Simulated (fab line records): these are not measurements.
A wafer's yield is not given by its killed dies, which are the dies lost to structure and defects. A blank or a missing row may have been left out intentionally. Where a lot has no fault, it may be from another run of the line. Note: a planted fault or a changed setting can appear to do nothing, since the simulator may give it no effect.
Which of the tools did it? -- flow n5 finfet -- 28 wafers from 10 lots sampled at 8 of the route's 1938 steps

== WHAT EACH GAUGE READ, for each wafer ==
N5_FIN_SAQP_INSPECT_18: inspects for defects (brightfield).
lot,measured,on,raw defect count
L122,day 1 23:35,defect inspect-01,562 675 502
L127,day 3 05:05,defect inspect-01,410 391 265
L129,day 3 16:31,defect inspect-01,382 269
L130,day 3 23:04,defect inspect-01,349 412
L136,day 5 09:53,defect inspect-02,668 520 345
L137,day 5 15:35,defect inspect-01,348 518 748
L138,day 5 22:32,defect inspect-01,861 885 738
L139,day 6 04:05,defect inspect-01,413 472 563
L141,day 6 18:30,defect inspect-01,847 769 969
L145,day 7 16:22,defect inspect-01,488 575 829

N5_FIN_SAQP_INSPECT_40: inspects for defects (brightfield).
lot,measured,on,raw defect count
L122,day 2 04:16,defect inspect-01,249 324 225
L127,day 3 09:29,defect inspect-02,231 178 249
L129,day 3 22:56,defect inspect-01,375 272
L130,day 4 03:34,defect inspect-02,312 261
L136,day 5 14:15,defect inspect-01,240 239 169
L137,day 5 20:47,defect inspect-01,228 212 213
L138,day 6 02:50,defect inspect-01,670 659 564
L139,day 6 08:35,defect inspect-01,240 185 160
L141,day 7 00:26,defect inspect-01,601 568 642
L145,day 7 20:34,defect inspect-01,237 204 326

N5_FIN_CUT_INSPECT_10: inspects for defects (brightfield).
lot,measured,on,raw defect count
L122,day 2 04:39,defect inspect-01,47 59 53
L127,day 3 09:53,defect inspect-01,50 35 40
L129,day 3 23:20,defect inspect-02,71 43
L130,day 4 04:06,defect inspect-01,57 47
L136,day 5 14:46,defect inspect-01,47 35 40
L137,day 5 21:19,defect inspect-01,36 38 34
L138,day 6 03:14,defect inspect-02,465 420 442
L139,day 6 09:06,defect inspect-01,41 31 34
L141,day 7 00:57,defect inspect-01,436 419 427
L145,day 7 20:57,defect inspect-02,32 34 59

N5_FIN_CUT_INSPECT_17: inspects for defects (brightfield).
lot,measured,on,raw defect count
L122,day 2 05:36,defect inspect-01,259 324 207
L127,day 3 11:02,defect inspect-02,245 174 253
L129,day 4 00:31,defect inspect-02,391 274
L130,day 4 05:30,defect inspect-01,296 266
L136,day 5 15:43,defect inspect-01,230 249 168
L137,day 5 22:16,defect inspect-01,244 229 231
L138,day 6 04:25,defect inspect-02,715 694 595
L139,day 6 10:03,defect inspect-01,270 178 183
L141,day 7 01:54,defect inspect-01,602 562 649
L145,day 7 22:29,defect inspect-01,245 200 304

== WHAT TOOL EACH LOT RAN ON (gives the tool, then ch and the chambers of the sampled wafers, and finally the start) ==
lot,N5_FIN_SAQP_DENSIFY_62,N5_FIN_SAQP_PECVD_06,N5_FIN_SAQP_HM_DEP_72,N5_FIN_SAQP_ETCH_52
L122,"rtp anneal-02 ch 0, day 1 22:28","pecvd-03 ch 0,1,2, day 1 22:57","pecvd-01 ch 0,1,2, day 1 23:05","rie diel-06 ch 1,3, day 1 23:44"
L127,"rtp anneal-01 ch 0, day 3 04:02","pecvd-03 ch 0,2, day 3 04:27","pecvd-02 ch 0,2, day 3 04:34","rie diel-01 ch 0,2,3, day 3 05:13"
L129,"rtp anneal-02 ch 0, day 3 15:42","pecvd-03 ch 0,1, day 3 16:02","pecvd-03 ch 1,2, day 3 16:09","rie diel-01 ch 0,3, day 3 16:41"
L130,"rtp anneal-02 ch 0, day 3 22:00","pecvd-03 ch 2, day 3 22:26","pecvd-02 ch 0, day 3 22:34","rie diel-01 ch 2,3, day 3 23:12"
L136,"rtp anneal-01 ch 0, day 5 08:57","pecvd-03 ch 0,1,2, day 5 09:22","pecvd-01 ch 0,1,2, day 5 09:31","rie diel-05 ch 1,2,3, day 5 10:01"
L137,"rtp anneal-01 ch 0, day 5 14:37","pecvd-01 ch 0,1,2, day 5 14:58","pecvd-02 ch 0,1,2, day 5 15:05","rie diel-06 ch 0,2,3, day 5 16:18"
L138,"rtp anneal-01 ch 0, day 5 21:29","pecvd-03 ch 0,1,2, day 5 21:54","pecvd-02 ch 0,1,2, day 5 22:02","rie diel-06 ch 0,1,2, day 5 22:40"
L139,"rtp anneal-02 ch 0, day 6 03:02","pecvd-01 ch 1,2, day 6 03:28","pecvd-01 ch 0,1, day 6 03:35","rie diel-06 ch 1,3, day 6 04:13"
L141,"rtp anneal-02 ch 0, day 6 17:33","pecvd-03 ch 0,2, day 6 17:58","pecvd-02 ch 0,1, day 6 18:07","rie diel-01 ch 0,2, day 6 19:26"
L145,"rtp anneal-02 ch 0, day 7 15:19","pecvd-02 ch 0,1,2, day 7 15:44","pecvd-03 ch 0,2, day 7 15:52","rie diel-05 ch 0,1,3, day 7 16:30"
- N5_FIN_SAQP_DENSIFY_62: time 60 s.
- N5_FIN_SAQP_PECVD_06: deposits a-Si from SiH4/He, target thk 60 nm, time 48.1 s.
- N5_FIN_SAQP_HM_DEP_72: deposits SiO2 from SiH4/N2O, target thk 12 nm, time 7.2 s.
- N5_FIN_SAQP_ETCH_52: etches SOC in N2/H2, target depth 100 nm, overetch 20 nm, time 150 s.

== AS READ BY THE TOOLS THEMSELVES (means over the sampled wafers that have a number; for cases with no such wafer, the mark the record gives instead) ==
N5_FIN_SAQP_DENSIFY_62.
lot,tool,lamp power pct (%),lamp_zone_2_pct (%),lamp_zone_5_pct (%),wafer_temp_C_max
L122,rtp anneal-02,9.83,9.854,9.846,703.3
L127,rtp anneal-01,9.84,9.839,9.844,703.3
L129,rtp anneal-02,9.90,9.854,9.845,703.1
L130,rtp anneal-02,9.88,9.844,9.843,703.1
L136,rtp anneal-01,9.85,9.849,9.857,702.8
L137,rtp anneal-01,9.83,9.843,9.839,703.5
L138,rtp anneal-01,9.85,9.840,9.854,703.1
L139,rtp anneal-02,9.85,9.849,9.850,703.4
L141,rtp anneal-02,9.84,9.849,9.833,703.5
L145,rtp anneal-02,9.90,9.844,9.853,703.5

N5_FIN_SAQP_PECVD_06.
lot,tool,heater power outer w (W),heater power w (W),showerhead plenum p Torr (Torr),throttle valve pct (%)
L122,pecvd-03,475,789,5.70,18.0
L127,pecvd-03,492,834,5.70,18.1
L129,pecvd-03,479,780,5.72,18.5
L130,pecvd-03,478,840,5.67,17.2
L136,pecvd-03,483,797,5.71,18.2
L137,pecvd-01,548,916,5.60,18.5
L138,pecvd-03,484,809,5.70,18.2
L139,pecvd-01,488,855,5.57,19.3
L141,pecvd-03,502,860,5.68,17.7
L145,pecvd-02,482,779,5.66,17.5

N5_FIN_SAQP_HM_DEP_72.
lot,tool,heater power outer w (W),heater power w (W),showerhead plenum p Torr (Torr)
L122,pecvd-01,474,812,7.97
L127,pecvd-02,451,743,8.10
L129,pecvd-03,539,882,8.23
L130,pecvd-02,429,701,8.06
L136,pecvd-01,482,809,7.97
L137,pecvd-02,443,720,8.15
L138,pecvd-02,420,698,8.16
L139,pecvd-01,425,747,7.93
L141,pecvd-02,399,684,8.20
L145,pecvd-03,460,785,8.20

N5_FIN_SAQP_ETCH_52.
lot,tool,drypump motor current A (A),oes product au (a.u.),rf vpp V (V),showerhead plenum p Torr (Torr),temp c (C),throttle valve pct (%)
L122,rie diel-06,5.8,0.66,522.2,2.49,39.96,17.89
L127,rie diel-01,5.3,0.70,526.0,2.61,40.09,17.81
L129,rie diel-01,5.5,0.73,526.1,2.60,39.95,17.72
L130,rie diel-01,5.2,0.64,526.5,2.62,40.06,17.95
L136,rie diel-05,6.0,0.77,523.6,2.54,40.00,17.88
L137,rie diel-06,5.2,0.70,527.0,2.62,39.87,17.89
L138,rie diel-06,5.6,0.71,524.6,2.56,40.12,17.88
L139,rie diel-06,5.8,0.64,521.9,2.47,39.97,17.94
L141,rie diel-01,5.2,0.81,525.2,2.58,40.18,17.57
L145,rie diel-05,6.0,0.71,524.0,2.56,40.08,17.83

== THE ANSWER, worked out from the rows above alone ==
Rule: usual is defined by the lots themselves. The widest of any qualifying gaps counts: lots, ordered by their means at a reading, are off when they make up no more than a third of the lots, leave a main group of 4 or more, and stand apart from it by 3 or more times the standard deviation of that group's means. The tables above print the reading to a certain number of digits; a main group whose means all agree to those digits is not used. A lot without any number at a reading at which 4 lots or more have one is off too. Where the step has rows for the other lots, those lots are counted as sound. The gauges are gone through in route order, then the tools' own readings, and for those a lot's mean is taken as printed above. The first step at which some lot is off is used, and at that step the reading that is off furthest; a lot without a number counts as furthest.
Off at N5_FIN_SAQP_INSPECT_40 (raw defect count): L138, L141. The main group has a mean of 247 with a standard deviation of 41.
If a tool, at a process step before that reading, ran all the lots that are off and no sound lot after the first of them, it fits. Gauges at N5_FIN_SAQP_INSPECT_40: tried the same way as those tools. Undecided on this evidence; 2 tools fit (pecvd-03 at N5_FIN_SAQP_PECVD_06, pecvd-02 at N5_FIN_SAQP_HM_DEP_72).

== WHAT THE SIMULATOR PUT IN ==
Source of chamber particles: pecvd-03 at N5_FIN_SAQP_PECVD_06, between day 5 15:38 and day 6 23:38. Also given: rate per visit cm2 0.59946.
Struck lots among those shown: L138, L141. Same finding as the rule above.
